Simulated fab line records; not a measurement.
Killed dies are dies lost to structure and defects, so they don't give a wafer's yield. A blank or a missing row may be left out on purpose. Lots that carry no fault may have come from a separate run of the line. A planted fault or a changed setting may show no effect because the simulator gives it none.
The tool behind it: which one? -- flow n5-finfet -- Sampling: 9 lots, 24 wafers, 8 of 1938 route steps

WHAT THE GAUGES READ, wafer by wafer
N5_FIN_SAQP_CD_MEAS_31 targets a cd of 8 nm.
lot,measured,on,cd-nm (nm)
L371,day 2 07:05,cd-sem-03,8.01 8.03 7.93
L372,day 2 13:37,cd-sem-01,8.08 7.86 8.35
L373,day 2 20:25,cd-sem-02,8.32 8.87 8.05
L375,day 3 08:23,cd-sem-01,7.97 8.21 8.29
L380,day 4 14:03,cd-sem-01,7.94 8.02
L385,day 5 20:57,cd-sem-03,8.38 7.93
L386,day 6 02:32,cd-sem-03,8.69 8.27 11.30
L388,day 6 15:11,cd-sem-02,11.77 8.23 8.38
L390,day 7 01:47,cd-sem-01,8.52 11.35

N5_FIN_SAQP_CD_MEAS_37 targets a cd of 8 nm.
lot,measured,on,cd-nm (nm)
L371,day 2 07:32,cd-sem-03,8.29 8.25 8.03
L372,day 2 14:05,cd-sem-02,7.93 7.56 8.48
L373,day 2 20:52,cd-sem-02,8.07 8.29 8.28
L375,day 3 08:50,cd-sem-01,7.98 8.01 7.99
L380,day 4 14:30,cd-sem-02,7.92 7.70
L385,day 5 21:24,cd-sem-03,8.03 8.13
L386,day 6 03:07,cd-sem-02,8.27 7.55 11.84
L388,day 6 15:38,cd-sem-01,11.67 8.08 7.91
L390,day 7 02:14,cd-sem-01,8.08 11.25

N5_STI_FIN_REVEAL_CD_MEAS_22: target cd 6.238 nm, pitch 28 nm.
lot,measured,on,cd-nm (nm)
L371,day 2 17:46,cd-sem-01,6.3 6.3 6.1
L372,day 3 00:13,cd-sem-03,6.1 5.7 6.3
L373,day 3 07:36,cd-sem-01,6.1 6.2 6.2
L375,day 3 19:10,cd-sem-03,6.1 6.2 6.2
L380,day 5 01:35,cd-sem-03,6.5 6.0
L385,day 6 08:11,cd-sem-01,6.6 6.2
L386,day 6 13:24,cd-sem-02,6.3 5.9 9.6
L388,day 7 01:48,cd-sem-03,9.8 6.0 6.5
L390,day 7 12:19,cd-sem-03,6.5 9.4

N5_BEOL_M4_RC_MEAS_101.
lot,measured,on,DIBL_N (mV/V),DIBL_P (mV/V),IOFF_N (nA/um),IOFF_N_85C (nA/um),IOFF_N_LIN (nA/um),IOFF_P (nA/um),IOFF_P_85C (nA/um),IOFF_P_LIN (nA/um),ION_N (uA/um),ION_P (uA/um),SS_N (mV/dec),SS_P (mV/dec),VT_N (mV),VT_N_LVT (mV),VT_P (mV),VT_P_LVT (mV)
L371,day 7 23:32,prober-01,36.4 34.3 34.3,33.6 31.7 31.1,0.14 0.12 0.12,2.9 2.6 2.5,0.068 0.063 0.058,0.17 0.16 0.14,3.1 3.0 2.7,0.085 0.083 0.076,661 666 654,450 458 450,71.7 71.3 71.8,72.8 72.0 72.2,251 249 251,100 100 103,-255 -254 -253,-102 -103 -103
L372,day 8 01:12,prober-02,35.0 34.3 33.8,34.9 32.9 33.2,0.13 0.11 0.13,2.5 2.3 2.5,0.058 0.054 0.063,0.22 0.16 0.18,3.8 2.9 3.2,0.100 0.083 0.092,644 654 670,451 455 464,71.5 70.7 70.5,73.5 72.8 73.0,255 255 250,105 105 101,-250 -253 -250,-100 -103 -102
L373,day 8 07:55,prober-02,35.7 41.1 35.3,35.8 42.1 35.4,0.14 0.26 0.14,2.8 4.6 2.8,0.069 0.110 0.068,0.18 0.29 0.18,3.2 4.7 3.2,0.088 0.121 0.088,669 694 658,452 470 455,71.3 73.5 71.3,74.0 75.4 73.2,251 245 252,100 93 100,-253 -249 -255,-101 -95 -101
L375,day 8 21:22,prober-01,38.5 35.3 37.7,39.0 35.3 37.4,0.20 0.14 0.18,3.8 2.8 3.5,0.092 0.069 0.085,0.28 0.23 0.25,4.7 4.0 4.3,0.122 0.105 0.114,687 662 690,476 462 473,72.4 70.6 71.3,73.7 73.4 72.9,247 249 246,93 98 95,-245 -245 -245,-93 -96 -95
L380,day 10 11:17,prober-02,37.8 32.0,41.4 33.5,0.19 0.10,3.8 2.2,0.091 0.054,0.29 0.17,4.6 3.0,0.126 0.087,672 647,471 454,72.0 69.9,73.6 72.1,249 255,99 106,-245 -251,-97 -102
L385,day 12 10:34,prober-01,39.0 39.0,37.4 38.4,0.17 0.19,3.3 3.5,0.077 0.083,0.22 0.25,3.9 4.2,0.103 0.111,673 692,453 470,72.1 71.7,74.3 74.8,249 248,97 96,-251 -249,-101 -98
L386,day 12 08:26,prober-02,36.4 36.7 56.5,37.1 37.5 64.0,0.15 0.15 2.78,2.9 2.9 34.7,0.070 0.070 0.834,0.20 0.21 1.91,3.6 3.6 23.6,0.099 0.099 0.506,681 680 826,471 474 536,71.8 71.8 75.6,73.2 73.5 79.7,253 252 201,101 101 50,-250 -250 -220,-99 -99 -69
L388,day 12 21:07,prober-02,57.7 36.5 40.5,63.2 37.1 40.7,3.28 0.18 0.26,39.7 3.5 4.6,0.938 0.082 0.106,2.23 0.27 0.32,25.8 4.4 5.1,0.566 0.122 0.136,829 688 702,540 479 479,75.9 72.0 73.5,79.2 73.4 74.1,198 244 244,48 95 93,-216 -244 -242,-67 -94 -93
L390,day 12 23:10,prober-01,37.6 58.1,37.5 66.5,0.20 3.60,3.9 42.5,0.089 1.009,0.26 2.62,4.5 30.3,0.124 0.641,681 832,467 536,71.9 77.1,73.8 80.3,244 197,95 49,-247 -215,-95 -66

TOOL THAT RAN EACH LOT (tool first, then ch and the chambers of the sampled wafers, then the start)
lot,N5_FIN_SAQP_HM_OPEN_73,N5_FIN_SAQP_MANDREL1_REMOVE_56,N5_FIN_SAQP_SPACER2_ALD_28,N5_FIN_SAQP_ETCH_64
L371,"rie-diel-04 ch 0,2, day 2 03:41","rie-si-01 ch 0,3, day 2 05:25","ald-sin-01 ch 0,2, day 2 06:33","rie-si-04 ch 0,1,2, day 2 07:23"
L372,"rie-diel-04 ch 1,2,3, day 2 10:16","rie-si-01 ch 0,1,3, day 2 11:58","ald-sin-03 ch 0,1,2, day 2 13:06","rie-si-02 ch 1,2,3, day 2 13:56"
L373,"rie-diel-04 ch 0,2, day 2 16:09","rie-si-02 ch 1,3, day 2 18:38","ald-sin-01 ch 0,2,3, day 2 19:47","rie-si-04 ch 1,2, day 2 20:43"
L375,"rie-diel-04 ch 0,1,2, day 3 04:56","rie-si-04 ch 1,2,3, day 3 06:40","ald-sin-04 ch 0,2,3, day 3 07:52","rie-si-02 ch 0,1,3, day 3 08:41"
L380,"rie-diel-02 ch 1,3, day 4 10:41","rie-si-04 ch 0,2, day 4 12:23","ald-sin-04 ch 1, day 4 13:31","rie-si-01 ch 2,3, day 4 14:21"
L385,"rie-diel-02 ch 2,3, day 5 17:08","rie-si-01 ch 1,2, day 5 18:55","ald-sin-01 ch 0,1, day 5 20:10","rie-si-02 ch 0,3, day 5 21:15"
L386,"rie-diel-01 ch 1,2,3, day 5 23:03","rie-si-04 ch 0,3, day 6 00:44","ald-sin-01 ch 1,2,3, day 6 02:03","rie-si-01 ch 2,3, day 6 02:58"
L388,"rie-diel-01 ch 0,3, day 6 11:48","rie-si-04 ch 0,2,3, day 6 13:32","ald-sin-01 ch 2,3, day 6 14:40","rie-si-02 ch 1,2,3, day 6 15:29"
L390,"rie-diel-01 ch 0,3, day 6 22:10","rie-si-01 ch 0,1, day 6 23:50","ald-sin-01 ch 0,1, day 7 01:15","rie-si-01 ch 0,2, day 7 02:05"
- N5_FIN_SAQP_HM_OPEN_73: chemistry CHF3/O2, target SiO2, stops on a-Si, target depth 12 nm, time 16.8 s.
- N5_FIN_SAQP_MANDREL1_REMOVE_56: chemistry HBr/Cl2/O2, target a-Si, stops on SiNx, bt time 10 s.
- N5_FIN_SAQP_SPACER2_ALD_28: deposits SiO2, target thk 8.1 nm, pulse time 1 s, purge time 2 s.
- N5_FIN_SAQP_ETCH_64: etches SiO2 in CF4, target depth 1.5 nm.

AS READ BY THE TOOLS THEMSELVES (means over the sampled wafers that have a number; for cases with no such wafer, the mark the record gives instead)
N5_FIN_SAQP_HM_OPEN_73.
lot,tool,drypump-motor-current-A (A),oes-product-au (a.u.),rf-vpp-V (V),showerhead-plenum-p-Torr (Torr),throttle-valve-pct (%)
L371,rie-diel-04,5.5,0.47,538,2.41,18.8
L372,rie-diel-04,5.2,0.47,520,2.43,18.9
L373,rie-diel-04,5.3,0.51,540,2.44,18.6
L375,rie-diel-04,5.3,0.46,530,2.38,18.9
L380,rie-diel-02,5.8,0.48,527,2.38,18.6
L385,rie-diel-02,6.2,0.52,540,2.40,18.6
L386,rie-diel-01,5.3,0.49,529,2.47,18.6
L388,rie-diel-01,5.1,0.47,519,2.46,18.5
L390,rie-diel-01,5.2,0.46,528,2.47,18.5

N5_FIN_SAQP_MANDREL1_REMOVE_56.
lot,tool,drypump-motor-current-A (A),oes-product-au (a.u.),throttle-valve-pct (%)
L371,rie-si-01,5.8,0.977,36.6
L372,rie-si-01,5.8,0.988,36.6
L373,rie-si-02,5.5,1.017,36.7
L375,rie-si-04,5.3,1.022,36.5
L380,rie-si-04,5.0,1.010,36.5
L385,rie-si-01,6.0,1.010,36.4
L386,rie-si-04,5.3,1.003,36.4
L388,rie-si-04,5.1,1.017,36.4
L390,rie-si-01,5.6,0.998,36.5

N5_FIN_SAQP_SPACER2_ALD_28.
lot,tool,heater-power-w (W),precursor-pulse-height-rel
L371,ald-sin-01,510,0.998
L372,ald-sin-03,419,0.987
L373,ald-sin-01,524,1.002
L375,ald-sin-04,454,1.012
L380,ald-sin-04,586,0.999
L385,ald-sin-01,447,1.001
L386,ald-sin-01,477,0.992
L388,ald-sin-01,520,1.001
L390,ald-sin-01,450,0.982

N5_FIN_SAQP_ETCH_64.
lot,tool,drypump-motor-current-A (A),oes-product-au (a.u.),throttle-valve-pct (%)
L371,rie-si-04,5.3,1.021,21.5
L372,rie-si-02,5.3,0.989,21.6
L373,rie-si-04,5.5,1.040,21.5
L375,rie-si-02,5.5,1.008,21.8
L380,rie-si-01,6.0,0.992,21.7
L385,rie-si-02,5.5,1.011,21.9
L386,rie-si-01,6.1,0.996,21.6
L388,rie-si-02,5.4,0.985,21.6
L390,rie-si-01,5.8,1.014,21.4

THE ANSWER, worked out from the rows above alone
Rule: usual is defined by the lots themselves. The widest of any qualifying gaps counts: lots, ordered by their means at a reading, are off when they make up no more than a third of the lots, leave a main group of 4 or more, and stand apart from it by 3 or more times the standard deviation of that group's means. If all means in a main group match to the digits the tables above print for the reading, that group is not used. A lot without any number at a reading at which 4 lots or more have one is off too. The other lots that the step has rows for count as sound. The gauges are gone through in route order, then the tools' own readings, and for those a lot's mean is taken as printed above. The first step at which some lot is off is used, and at that step the reading that is off furthest; a lot without a number counts as furthest.
Off: L386, L388, L390, at N5_FIN_SAQP_CD_MEAS_31 (cd-nm). Main group: mean 8.13 nm, sd 0.14.
If a tool, at a process step before that reading, ran all the lots that are off and no sound lot after the first of them, it fits. The gauges at N5_FIN_SAQP_CD_MEAS_31 aren't tried: what is off there is off at N5_BEOL_M4_RC_MEAS_101 too, on other tools, and a gauge's error can't cause that. Can't be told from this: 2 tools fit, rie-diel-01 at N5_FIN_SAQP_HM_OPEN_73, ald-sin-01 at N5_FIN_SAQP_SPACER2_ALD_28.

WHAT HAD BEEN PUT IN BY THE SIMULATOR
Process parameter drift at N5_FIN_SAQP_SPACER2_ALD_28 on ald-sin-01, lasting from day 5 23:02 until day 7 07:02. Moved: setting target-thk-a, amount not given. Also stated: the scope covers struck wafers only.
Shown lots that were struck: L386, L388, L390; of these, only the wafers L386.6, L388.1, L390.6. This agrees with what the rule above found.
